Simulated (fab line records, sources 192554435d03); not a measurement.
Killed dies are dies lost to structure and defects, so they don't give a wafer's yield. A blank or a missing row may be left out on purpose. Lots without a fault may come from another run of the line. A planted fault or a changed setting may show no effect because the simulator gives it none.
Split-lot experiment | flow n5_finfet | 7 lots, 21 wafers read, on a route of 1938 steps

THE SPLIT
At N5_BEOL_M3_COAT_05 (resist thk 30 nm), the setting spin_rpm was moved away from the recipe's 1500 rpm on 9 of the 21 wafers read, by -10.9% to +11.0%. The other wafers ran this setting at the recipe's value.

The reading is taken at the split's own step.

THE READING
CAR-EUV_of_BEOL_M3_COAT_05.thk_nm (the simulator's own value, which no gauge read), in nm, at N5_BEOL_M3_COAT_05 (resist thk 30 nm). The file gives no usual value for it. The 12 wafers here that ran the recipe average 30.1 nm, standard deviation 0.087 nm.

wafer  | tool, chamber at the split | spin_rpm as run, rpm | against the recipe | CAR-EUV_of_BEOL_M3_COAT_05.thk_nm, nm | against lot-mates on the recipe
L074.2 | litho_track-04, 0          | 1500                 | recipe             | 30                                    | -
L074.4 | litho_track-04, 0          | 1500                 | recipe             | 30                                    | -
L074.3 | litho_track-04, 0          | 1500                 | recipe             | 30.2                                  | -
L077.3 | litho_track-02, 0          | 1500                 | recipe             | 30                                    | -
L077.4 | litho_track-02, 0          | 1500                 | recipe             | 30                                    | -
L077.6 | litho_track-02, 0          | 1665                 | +11.0%             | 28.4                                  | -1.6
L080.1 | litho_track-02, 0          | 1336                 | -10.9%             | 31.8                                  | +1.8
L080.5 | litho_track-02, 0          | 1336                 | -10.9%             | 31.8                                  | +1.8
L080.3 | litho_track-02, 0          | 1500                 | recipe             | 30                                    | -
L082.1 | litho_track-04, 0          | 1500                 | recipe             | 30                                    | -
L082.2 | litho_track-04, 0          | 1346                 | -10.3%             | 31.6                                  | +1.5
L082.3 | litho_track-04, 0          | 1500                 | recipe             | 30.2                                  | -
L087.2 | litho_track-03, 0          | 1642                 | +9.5%              | 28.8                                  | -1.4
L087.6 | litho_track-03, 0          | 1642                 | +9.5%              | 28.8                                  | -1.4
L087.5 | litho_track-03, 0          | 1500                 | recipe             | 30.2                                  | -
L095.2 | litho_track-04, 0          | 1500                 | recipe             | 30                                    | -
L095.5 | litho_track-04, 0          | 1500                 | recipe             | 30                                    | -
L095.4 | litho_track-04, 0          | 1609                 | +7.3%              | 29                                    | -1.0
L096.2 | litho_track-03, 0          | 1609                 | +7.3%              | 29                                    | -1.0
L096.6 | litho_track-03, 0          | 1609                 | +7.3%              | 29                                    | -1.0
L096.4 | litho_track-03, 0          | 1500                 | recipe             | 30                                    | -

THE FIT
A straight line over all 21 wafers: CAR-EUV_of_BEOL_M3_COAT_05.thk_nm changes by -0.149 nm for each +1% of spin_rpm; r = -1.00; the points scatter about the line by 0.09 nm.
The same after taking each lot's own level away (the mean of its wafers on the recipe; 21 wafers): -0.151 nm for each +1%; r = -1.00; scatter 0.075 nm.
On that fit, the largest move of spin_rpm shifts the reading by 1.7 nm.
The lots' own levels span 30.00 to 30.20 nm, that is 2.3 times the standard deviation above.
So the lot-to-lot level changes the slope little: the two slopes agree.
Check: with one of the wafers moved furthest among these (+11.0%) left out of the fit, the line predicts -1.64 nm for it against its lot-mates. It came out at -1.6 nm against them.

OTHER SPLITS ON THESE WAFERS
These wafers also went through other splits before the reading. Each is held against what the fit with the lots' levels taken away leaves over:
other split on the same wafers | wafers away from the commonest value | r with CAR-EUV_of_BEOL_M3_COAT_05.thk_nm (lot level and that fit taken away)
N5_BEOL_M0_ETCH_138 source_w   | 6                                    | +0.14
N5_BEOL_M0_ETCH_128 source_w   | 7                                    | +0.04
N5_BEOL_M1_COAT_68 spin_rpm    | 10                                   | +0.08
N5_BEOL_M1_ETCH_77 source_w    | 7                                    | +0.05
N5_BEOL_M3_ILD_DEP_00 time_s   | 8                                    | -0.04

THE FILE'S OWN FIT
CAR-EUV_of_BEOL_M3_COAT_05.thk_nm changes by -0.149 nm for each +1% of spin_rpm, r = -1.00.
